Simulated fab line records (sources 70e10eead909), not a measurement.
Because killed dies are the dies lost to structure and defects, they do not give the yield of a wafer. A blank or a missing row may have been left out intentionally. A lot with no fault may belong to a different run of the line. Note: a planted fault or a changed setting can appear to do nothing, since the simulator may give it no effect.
Which tool was responsible?	flow nand harc	13 lots, 39 wafers sampled, at 5 steps of a route of 1159

## WHAT THE GAUGES READ, wafer by wafer
NHARC_END_SORT_01. Usual: killed at array 27, standard deviation 9.3; killed at other 0.9, standard deviation 1.3; killed at periphery 3.6, standard deviation 2.7; killed dies 31, standard deviation 9.7; killed open 3.3, standard deviation 1.8; killed short 2.0, standard deviation 1.5.
lot	measured	on	killed at array	killed at other	killed at periphery	killed dies	killed open	killed short	flag
L687	day 20 06:17	prober-01	34 27 28	1 2 0	6 10 9	41 39 37	1 1 1	2 0 1	
L688	day 19 22:28	prober-01	23 17 26	0 0 1	3 1 1	26 18 28	4 1 6	3 4 2	
L686	day 20 07:49	prober-02	25 28 28	0 1 0	5 5 5	30 34 33	7 2 2	2 3 2	
L689	day 20 14:55	prober-01	23 21 22	0 0 2	4 4 3	27 25 27	5 2 1	4 1 5	
L691	day 19 22:29	prober-02	15 13 17	2 2 0	2 2 4	19 17 21	4 6 3	0 2 4	
L693	day 21 15:35	prober-02	27 39 17	0 0 1	7 2 2	34 41 20	6 3 3	2 5 1	
L697	day 22 00:53	prober-01	42 45 42	1 2 1	1 0 4	44 47 47	2 1 2	1 1 1	
L698	day 23 03:10	prober-02	31 28 29	1 0 1	4 1 1	36 29 31	4 6 1	2 0 3	
L703	day 23 12:58	prober-01	19 30 24	1 3 2	0 4 1	20 37 27	1 4 2	1 4 0	
L705	day 24 06:12	prober-01	17 14 11	0 1 1	7 7 3	24 22 15	2 2 2	3 3 0	
L706	day 23 22:03	prober-02	46 54 43	0 0 0	3 3 0	49 57 43	3 7 0	1 1 2	
L707	day 24 15:28	prober-01	31 28 30	0 1 1	0 2 8	31 31 39	3 1 5	0 1 4	
L708	day 24 19:13	prober-02	37 45 29	5 1 5	1 1 0	43 47 34	2 2 3	2 1 1	

## TOOL THAT RAN EACH LOT (tool first, then ch and the chambers of the sampled wafers, then the start)
lot	NHARC_A_STAIRCASE_HM_OPEN_463	NHARC_A_STAIRCASE_ALD_415	NHARC_A_STAIRCASE_DEP_417	NHARC_A_STAIRCASE_EXPOSE_438
L687	rie diel-13 ch 1,3, day 12 08:22 or earlier	ald hk-04 ch 0,1,3, day 12 08:22	pecvd-01 ch 0,2, day 12 10:27	krf scanner-01 ch 0, day 13 23:33
L688	rie diel-03 ch 0,2, day 12 09:46 or earlier	ald hk-04 ch 1,2,3, day 12 09:46	pecvd-03 ch 1,2, day 12 12:16	krf scanner-01 ch 0, day 13 23:31
L686	rie diel-03 ch 0,2, day 12 14:24 or earlier	ald hk-03 ch 0,2,3, day 12 14:24	pecvd-01 ch 1,2, day 12 16:36	krf scanner-01 ch 0, day 14 06:49
L689	rie diel-01 ch 1,2,3, day 12 19:31 or earlier	ald hk-04 ch 0,2,3, day 12 19:31	pecvd-04 ch 0,1,2, day 12 21:35	krf scanner-03 ch 0, day 14 06:59
L691	rie diel-03 ch 1,2,3, day 12 20:53 or earlier	ald hk-04 ch 0,1,2, day 12 20:53	pecvd-03 ch 0,1, day 12 22:56	krf scanner-04 ch 0, day 14 07:08
L693	rie diel-03 ch 0,1,3, day 14 08:00 or earlier	ald hk-04 ch 0,2,3, day 14 08:00	pecvd-03 ch 0,1,2, day 14 09:55	krf scanner-03 ch 0, day 16 01:37
L697	rie diel-01 ch 0,1,3, day 15 00:29 or earlier	ald hk-04 ch 0,2,3, day 15 00:29	pecvd-04 ch 0,1,2, day 15 02:47	krf scanner-01 ch 0, day 16 13:30
L698	rie diel-13 ch 0,2, day 15 12:16 or earlier	ald hk-04 ch 2,3, day 15 12:16	pecvd-03 ch 1,2, day 15 14:39	krf scanner-01 ch 0, day 16 22:38
L703	rie diel-13 ch 0,1,2, day 16 06:57 or earlier	ald hk-02 ch 1,2,3, day 16 06:57	pecvd-01 ch 1,2, day 16 09:03	krf scanner-03 ch 0, day 17 17:15
L705	rie diel-13 ch 1,2, day 16 19:59 or earlier	ald hk-02 ch 0,1,3, day 16 19:59	pecvd-03 ch 0,1, day 16 22:23	krf scanner-04 ch 0, day 18 10:20
L706	rie diel-03 ch 2,3, day 16 20:52 or earlier	ald hk-04 ch 0,1,3, day 16 20:52	pecvd-03 ch 0,1, day 16 22:44	krf scanner-03 ch 0, day 18 10:29
L707	rie diel-03 ch 0,2, day 17 06:20 or earlier	ald hk-03 ch 0,1,2, day 17 06:20	pecvd-03 ch 1,2, day 17 08:37	krf scanner-03 ch 0, day 18 21:59
L708	rie diel-01 ch 0,2,3, day 17 11:54 or earlier	ald hk-04 ch 0,3, day 17 11:54	pecvd-04 ch 0,1,2, day 17 14:11	krf scanner-04 ch 0, day 18 22:09
- NHARC_A_STAIRCASE_HM_OPEN_463: chemistry O2/COS.
- NHARC_A_STAIRCASE_ALD_415: deposits SiO2, target thk 30 nm, pulse time 6 s, ald cycles 300.
- NHARC_A_STAIRCASE_DEP_417: deposits Si3N4, target thk 60 nm.
- NHARC_A_STAIRCASE_EXPOSE_438: exposes mask STAIR REV.

## WHAT THE TOOLS THEMSELVES READ (means of the sampled wafers that have a number; where no wafer has one, the mark that the record gives instead)
NHARC_A_STAIRCASE_HM_OPEN_463. Usual: drypump motor current A 6.0 A, standard deviation 0.4; oes product au 1.001 a.u., standard deviation 0.01; rf vpp V 466 V, standard deviation 3.1; showerhead plenum p Torr 3.07 Torr, standard deviation 0.14; throttle valve pct 28.331 %, standard deviation 0.0093.
lot	tool	drypump motor current A (A)	oes product au (a.u.)	rf vpp V (V)	showerhead plenum p Torr (Torr)	throttle valve pct (%)	flag
L687	rie diel-13	6.3	0.993	467	3.12	28.342	
L688	rie diel-03	6.1	1.001	464	2.98	28.327	
L686	rie diel-03	6.0	1.007	465	3.04	28.335	
L689	rie diel-01	5.7	0.997	464	2.98	28.333	
L691	rie diel-03	6.2	1.011	464	2.97	28.327	
L693	rie diel-03	6.1	1.005	465	3.03	28.326	
L697	rie diel-01	5.7	1.000	466	3.04	28.338	
L698	rie diel-13	5.4	1.008	465	3.03	28.331	
L703	rie diel-13	5.8	0.996	467	3.12	28.326	
L705	rie diel-13	6.2	1.003	469	3.20	28.327	
L706	rie diel-03	6.3	1.013	463	2.96	28.334	
L707	rie diel-03	6.0	1.003	465	3.02	28.328	
L708	rie diel-01	5.8	0.987	464	3.02	28.336	

NHARC_A_STAIRCASE_ALD_415. Usual: heater power w 472 W, standard deviation 57; precursor pulse height rel 0.999, standard deviation 0.02.
lot	tool	heater power w (W)	precursor pulse height rel	flag
L687	ald hk-04	457	1.004	
L688	ald hk-04	483	1.016	
L686	ald hk-03	505	0.980	
L689	ald hk-04	463	1.021	
L691	ald hk-04	422	1.021	
L693	ald hk-04	468	1.011	
L697	ald hk-04	464	0.993	
L698	ald hk-04	527	0.990	
L703	ald hk-02	474	0.988	
L705	ald hk-02	520	0.999	
L706	ald hk-04	443	0.990	
L707	ald hk-03	479	1.001	
L708	ald hk-04	435	0.987	

NHARC_A_STAIRCASE_DEP_417. Usual: 680 W for heater power w, sd 110.
lot	tool	heater power w (W)	flag
L687	pecvd-01	586	
L688	pecvd-03	681	
L686	pecvd-01	751	
L689	pecvd-04	715	
L691	pecvd-03	597	
L693	pecvd-03	653	
L697	pecvd-04	739	
L698	pecvd-03	661	
L703	pecvd-01	715	
L705	pecvd-03	616	
L706	pecvd-03	622	
L707	pecvd-03	723	
L708	pecvd-04	680	

NHARC_A_STAIRCASE_EXPOSE_438. Usual: exposure dose mJ cm2 28.97, standard deviation 0.03; stage vel mm s 500.05 mm/s, standard deviation 0.24.
lot	tool	exposure dose mJ cm2	stage vel mm s (mm/s)	flag
L687	krf scanner-01	28.97	499.78	
L688	krf scanner-01	28.94	499.85	
L686	krf scanner-01	29.01	499.96	
L689	krf scanner-03	28.96	500.01	
L691	krf scanner-04	28.97	500.23	
L693	krf scanner-03	28.98	500.13	
L697	krf scanner-01	41.45	500.10	OFF
L698	krf scanner-01	41.45	500.04	OFF
L703	krf scanner-03	28.97	500.28	
L705	krf scanner-04	28.98	500.21	
L706	krf scanner-03	28.99	499.84	
L707	krf scanner-03	28.92	500.13	
L708	krf scanner-04	29.01	499.72	

## THE ANSWER, worked out from the rows above alone
Rule: a lot is off if the mean of its wafers that have a number lies more than 3 standard deviations from the usual mean. A lot without any number at a reading at which 4 lots or more have one is off too. The other lots that the step has rows for count as sound. After the gauges, taken in route order, come the tools' own readings; for these a lot's mean is taken, as printed above. At the first step where some lot is off, the reading lying furthest off is the one used; lots without a number count as furthest.
Off, at NHARC_A_STAIRCASE_EXPOSE_438 on exposure dose mJ cm2: L697, L698.
A tool fits if, at that step or a process step before it, it ran every lot that is off, and no sound lot after the first of them. NHARC_A_STAIRCASE_HM_OPEN_463 gives no start for some lots, so the hours and the order of its lots are those of NHARC_A_STAIRCASE_ALD_415. One candidate fits, namely krf scanner-01 at NHARC_A_STAIRCASE_EXPOSE_438. Its last sound lot is L686 (day 14 06:49), its first lot that is off L697 (day 16 13:30): a fault that began between those two fits.
The tool's own readings at NHARC_A_STAIRCASE_EXPOSE_438 bear it out: on the lots that are off they differ by more than 5 times the standard deviation of the sound lots' means. exposure dose mJ cm2 reads 41.45 there against 28.97 on the sound lots.

## WHAT WAS PUT IN BY THE SIMULATOR
Process parameter drift: krf scanner-01, from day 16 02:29 on, at NHARC_A_STAIRCASE_EXPOSE_438. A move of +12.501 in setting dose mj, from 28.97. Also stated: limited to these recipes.
Lots struck among those shown: L697, L698. The same result came from the rule above.
